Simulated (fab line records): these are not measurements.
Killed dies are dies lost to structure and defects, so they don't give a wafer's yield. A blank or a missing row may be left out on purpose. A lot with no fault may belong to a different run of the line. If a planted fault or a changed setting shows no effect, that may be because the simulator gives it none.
What tool caused it? ; flow nand-harc ; 7 lots with 21 wafers sampled at 2 steps, on a route of 1159 steps

== WHAT THE GAUGES SHOWED, per wafer ==
NHARC_P_M1_CD_MEAS_09: the cd target is 130 nm.
lot;measured;on;cd-nm (nm)
L845;day 6 18:48;cd-sem-01;129.1 130.0 129.8
L846;day 7 09:30;cd-sem-02;130.2 130.0 129.4
L849;day 7 23:53;cd-sem-01;130.6 130.7 130.1
L854;day 10 12:11;cd-sem-01;129.9 129.4 130.1
L858;day 10 20:34;cd-sem-02;103.9 104.1 104.4
L859;day 10 22:44;cd-sem-03;129.5 129.5 128.8
L864;day 11 03:41;cd-sem-02;107.7 107.7 107.5

== WHICH TOOL RAN EACH LOT (tool, then ch and the chambers of the sampled wafers, then the start) ==
lot;NHARC_P_M1_PEB_07
L845;litho-track-04 ch 0, day 6 18:43
L846;litho-track-04 ch 0, day 7 09:26
L849;litho-track-06 ch 0, day 7 23:47
L854;litho-track-06 ch 0, day 10 12:07
L858;litho-track-04 ch 0, day 10 20:29
L859;litho-track-06 ch 0, day 10 22:39
L864;litho-track-04 ch 0, day 11 03:36
- NHARC_P_M1_PEB_07: peb time 65 s.

== THE ANSWER, worked out from the rows above alone ==
Rule: what is usual is taken from the lots themselves. Put in order of their means at a reading, lots are off if they are a third of the lots or fewer, leave a main group of 4 or more, and stand apart from it by a gap of 3 or more times the standard deviation of the main group's means; of several such gaps the widest counts. A main group whose means are all the same, to the digits that the tables above print for the reading, isn't used. A lot without any number at a reading at which 4 lots or more have one is off too. The other lots that the step has rows for count as sound.
Off, at NHARC_P_M1_CD_MEAS_09 on cd-nm: L858, L864. Main group: mean 129.8 nm, sd 0.39.
If a tool, at a process step before that reading, ran all the lots that are off and no sound lot after the first of them, it fits. The gauges at NHARC_P_M1_CD_MEAS_09 are tried like those tools. Can't be told from this: 2 tools fit, litho-track-04 at NHARC_P_M1_PEB_07, cd-sem-02 at NHARC_P_M1_CD_MEAS_09.

== WHAT THE SIMULATOR HAD PUT IN ==
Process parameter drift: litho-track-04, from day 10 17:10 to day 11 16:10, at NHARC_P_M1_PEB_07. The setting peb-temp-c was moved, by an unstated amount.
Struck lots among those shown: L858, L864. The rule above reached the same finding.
